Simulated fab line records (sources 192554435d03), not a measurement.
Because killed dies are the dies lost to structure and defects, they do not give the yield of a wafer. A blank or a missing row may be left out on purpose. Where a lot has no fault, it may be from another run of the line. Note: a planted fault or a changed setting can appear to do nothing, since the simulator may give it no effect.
Comparing a struck lot with a sound one -- flow n5 finfet -- 18 out of 1938 route steps
Sound: wafers L264.1, L264.2, L264.6. Struck: wafers L261.2, L261.5 (left out: L261.1, a lot-mate that was not struck); the cause follows at the end.
For every step that has rows: the tool of each side, followed by ch and its chambers, followed by its first start. Under that, the readings that differ: sound wafers -- struck wafers -- difference of the means -- sigmas: that difference in standard deviations of wafers without a fault.
alike: a reading whose means differ by less than 2 such deviations, as well as words and numbers matching on both sides. not compared: withheld readings; readings where some wafer has no value; bounds like >300 that might hide an equal value; numbers whose values overlap and for which the record gives no deviation.
The two part at a step that has a row with sigmas, a row that says differs or no value, or rows on one side only. Numbers that have no deviation but don't overlap get no sigmas and don't part them. Lack of a reading on every wafer of one side parts them only where that side has two or more wafers.

N5_BEOL_M0_SAQP_PECVD_03: deposits SiCN from 3MS/NH3, target thk 12 nm, time 21.1 s.
  sound on pecvd-04 ch 0,1,2, day 8 13:41; struck on pecvd-02 ch 0,2, day 7 19:08
  alike: showerhead plenum p Torr, throttle valve pct
N5_BEOL_M0_SAQP_PECVD_96: deposits a-Si from SiH4/He, target thk 45 nm, time 45.2 s.
  sound on pecvd-04 ch 0,1,2, day 8 13:43; struck on pecvd-02 ch 0,2, day 7 19:10
  alike: heater power w, showerhead plenum p Torr, throttle valve pct
N5_BEOL_M0_SAQP_PECVD_97: deposits SiNx from SiH4/NH3/N2, target thk 23 nm, time 19.9 s.
  sound on pecvd-04 ch 0,1,2, day 8 13:45; struck on pecvd-02 ch 0,2, day 7 19:13
  alike: heater power w, showerhead plenum p Torr, throttle valve pct
N5_BEOL_M0_SAQP_PECVD_04: deposits a-Si from SiH4/He, target thk 60 nm, time 60.2 s.
  sound on pecvd-04 ch 0,1,2, day 8 13:47; struck on pecvd-02 ch 0,2, day 7 19:15
  alike: heater power w, showerhead plenum p Torr, throttle valve pct
N5_BEOL_M0_SAQP_THK_MEAS_05:
  struck on film metro-01, day 7 19:21; sound on film metro-02, day 8 13:53
  alike: thk nm
N5_BEOL_M0_SAQP_HM_DEP_111: deposits SiO2 from SiH4/N2O, target thk 12 nm, time 7.2 s.
  sound on pecvd-03 ch 0,1, day 8 13:55; struck on pecvd-03 ch 2, day 7 19:23
  alike: heater power w, showerhead plenum p Torr
then, 6 steps without rows for these wafers: N5_BEOL_M0_SAQP_COAT_81 (time 60 s, resist thk 100 nm); N5_BEOL_M0_SAQP_COAT_82 (time 60 s, resist thk 30 nm); N5_BEOL_M0_SAQP_COAT_08 (resist thk 90 nm); N5_BEOL_M0_SAQP_EBR_10; N5_BEOL_M0_SAQP_SOFTBAKE_09 (time 60 s); N5_BEOL_M0_SAQP_EXPOSE_11 (exposes mask M0 CORE, target cd 42 nm).
N5_BEOL_M0_SAQP_PEB_12: peb time 60 s.
  sound on litho track-01 ch 0, day 8 14:11; struck on litho track-02 ch 0, day 7 19:40
then, 1 step without rows for these wafers: N5_BEOL_M0_SAQP_DEVELOP_13 (develop time 30 s).
N5_BEOL_M0_SAQP_CD_MEAS_14: the cd target is 42.5 nm.
  sound on cd sem-03 ch 0, day 8 14:14; struck on cd sem-01 ch 0, day 7 19:44
reading,sound,struck,difference,sigmas
cd nm (nm),43.5 42.4 43.0,38.6 37.9,-4.7,-12
N5_BEOL_M0_SAQP_OVL_MEAS_15:
  sound on overlay-01 ch 0, day 8 14:16; struck on overlay-01 ch 0, day 7 19:46
  alike: M0_CORE_OVL
-- the record jumps here: 2 days lie between the struck wafers' starts before and after (it left off in module BEOL_M0_SAQP and takes up again in module BEOL_M4, whose first step shown is number 1111 of the route) --
N5_BEOL_M4_RC_MEAS_101:
  sound on prober-02 ch 0, day 11 09:36; struck on prober-01 ch 0, day 10 01:08
  alike: DIBL_N, DIBL_P, IOFF_N, IOFF_P, ION_N, ION_P, SS_N, SS_P, VT_N, VT_P
-- here the record skips 5 days between the struck wafers' starts before and after, leaving off in module BEOL_M4 and picking up in module PASSIVATION (first step shown: number 1936 of the route) --
N5_PASSIVATION_PROBE_49:
  only the struck wafers here have rows in the record (prober-02, day 15 01:46); the sound ones have none

== WHERE THEY PART ==
First at N5_BEOL_M0_SAQP_CD_MEAS_14; last, within this record, at N5_PASSIVATION_PROBE_49.

WHY: whatever the simulator had introduced
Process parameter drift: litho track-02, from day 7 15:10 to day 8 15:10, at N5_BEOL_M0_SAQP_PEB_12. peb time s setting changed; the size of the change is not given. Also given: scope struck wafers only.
